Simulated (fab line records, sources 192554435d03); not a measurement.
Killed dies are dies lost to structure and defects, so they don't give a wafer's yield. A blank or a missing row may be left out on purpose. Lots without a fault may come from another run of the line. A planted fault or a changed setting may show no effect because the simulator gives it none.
Chamber matching | flow n5_finfet | N5_BEOL_M11_VIA_ETCH_34 on rie_diel-03: 4 sister chambers
The step etches SiCOH lowk in C4F6/O2, target depth 184.5 nm, time 69.2 s. 8 wafers are shown with their chamber, then 11 later ones without.

WAFERS WITH THEIR CHAMBER
wafer  | chamber | rf_vpp_V (V) | showerhead_plenum_p_Torr (Torr)
L084.3 | 0       | 690          | 2.76
L084.5 | 1       | 684          | 2.85
L087.1 | 0       | 690          | 2.76
L087.3 | 3       | 654          | 2.93
L089.4 | 3       | 653          | 2.92
L089.5 | 2       | 665          | 2.70
L089.6 | 1       | 682          | 2.85
L093.2 | 2       | 665          | 2.70

WAFERS WITHOUT THEIR CHAMBER
wafer  | rf_vpp_V (V) | showerhead_plenum_p_Torr (Torr)
L093.3 | 682          | 2.84
L093.5 | 688          | 2.76
L094.1 | 690          | 2.76
L094.5 | 680          | 2.84
L094.6 | 689          | 2.76
L096.1 | 681          | 2.84
L096.2 | 654          | 2.92
L096.5 | 654          | 2.92
L097.2 | 682          | 2.84
L097.3 | 664          | 2.70
L097.5 | 665          | 2.70

WHICH CHAMBER EACH WENT THROUGH
wafer  | from the rows above | in truth
L093.3 | 1                   | 1
L093.5 | 0                   | 0
L094.1 | 0                   | 0
L094.5 | 1                   | 1
L094.6 | 0                   | 0
L096.1 | 1                   | 1
L096.2 | 3                   | 3
L096.5 | 3                   | 3
L097.2 | 1                   | 1
L097.3 | 2                   | 2
L097.5 | 2                   | 2
Placed correctly: 11 of 11. Can't be placed from these rows: 0. Placed wrongly: 0.
How it was worked out, from the rows above alone: a wafer's distance from a chamber is the root of the sum, over the readings, of the square of ((its reading less the chamber's mean) divided by the reading's scatter). The wafer belongs to the nearest chamber; if the next one is less than 2 further off, it can't be placed. A chamber's mean is the mean of its shown wafers. The scatter: the root of (the sum of the squares of (reading less its chamber's mean) over the shown wafers, divided by (wafers less chambers)).
